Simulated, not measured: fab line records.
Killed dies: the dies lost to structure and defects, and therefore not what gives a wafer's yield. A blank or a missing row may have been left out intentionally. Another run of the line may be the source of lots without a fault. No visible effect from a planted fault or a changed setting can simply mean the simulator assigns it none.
Struck lot and sound lot, side by side | flow nand harc | 13 steps out of a route of 1302
Sound: these wafers, L426.2, L426.3, L426.5. Struck: wafers L436.1, L436.3, L436.5. The cause is given at the end.
At each step with rows: each side's tool, then ch and its chambers, then its first start. Under that, the readings that differ: sound wafers | struck wafers | difference of the means | sigmas: that difference in standard deviations of wafers without a fault.
alike: readings with means less than 2 such deviations apart, plus words and numbers identical on both sides. not compared: withheld readings, readings lacking a value on some wafer, bounds such as >300 that could conceal the same value, and numbers that have no deviation in the record and whose values overlap.
A row with sigmas, a row that says differs or no value, or rows on one side alone: a step with any of these is where the two part. Numbers that don't overlap but have no deviation are shown without sigmas and don't part them. Lack of a reading on every wafer of one side parts them only where that side has two or more wafers.

NHARC_P_ZERO_WELL_DESCUM_13: chemistry O2, time 3 s.
  sound on rie diel-07 ch 0,3, day 2 17:17; struck on rie diel-02 ch 1,2,3, day 6 21:24
  alike: drypump motor current A, o2 flow sccm, oes product au, rf vpp V, showerhead plenum p Torr, throttle valve pct
  not compared: rf hours counter h
NHARC_P_ZERO_WELL_ETCH_65: etches the open film in N2/H2, target depth 80 nm, overetch 24 nm, time 87.88 s.
  sound on rie diel-07 ch 0,2,3, day 2 17:23; struck on rie diel-02 ch 0,1, day 6 21:29
  alike: drypump motor current A, oes product au, rf vpp V, showerhead plenum p Torr, throttle valve pct
  not compared: rf hours counter h
NHARC_P_ZERO_WELL_ETCH_62: etches the open film in CHF3/Ar, target depth 13 nm, time 6.5 s.
  sound on rie diel-07 ch 0,1; struck on rie diel-02 ch 0,2,3
  alike: chf3 flow sccm, drypump motor current A, oes product au, rf vpp V, showerhead plenum p Torr, throttle valve pct
  not compared: rf hours counter h
NHARC_P_ZERO_WELL_ETCH_63: etches the open film in HBr/Cl2, target depth 120 nm, time 40.1 s.
  sound on rie si-01 ch 0,2,3, day 2 17:34; struck on rie si-06 ch 0,3, day 6 21:39
  alike: drypump motor current A, oes product au, throttle valve pct
  not compared: rf hours counter h
then, 8 steps without rows for these wafers: NHARC_P_ZERO_WELL_STRIP_15 (strips in SPM, time 900 s); NHARC_P_ZERO_WELL_DEHYDRATE_16 (time 120 s); NHARC_P_ZERO_WELL_HMDS_17 (time 30 s); NHARC_P_ZERO_WELL_COAT_18; NHARC_P_ZERO_WELL_SOFTBAKE_19 (time 95 s); NHARC_P_ZERO_WELL_EBR_20; NHARC_P_ZERO_WELL_EXPOSE_21 (exposes mask P NWELL, target cd 720 nm); NHARC_P_ZERO_WELL_PEB_22 (peb time 85 s).
NHARC_P_ZERO_WELL_DEVELOP_23: time 70 s.
  struck on litho track-03, day 6 22:00; sound on litho track-03 ch 0, day 2 18:00
  no value came back on the struck wafers for chill plate temp C (C), exhaust pa (Pa); on the sound wafers chill plate temp C (C) reads 22.90 22.91 22.90

## WHERE THEY PART
Only at NHARC_P_ZERO_WELL_DEVELOP_23, within this record.

WHY: what had been put in by the simulator
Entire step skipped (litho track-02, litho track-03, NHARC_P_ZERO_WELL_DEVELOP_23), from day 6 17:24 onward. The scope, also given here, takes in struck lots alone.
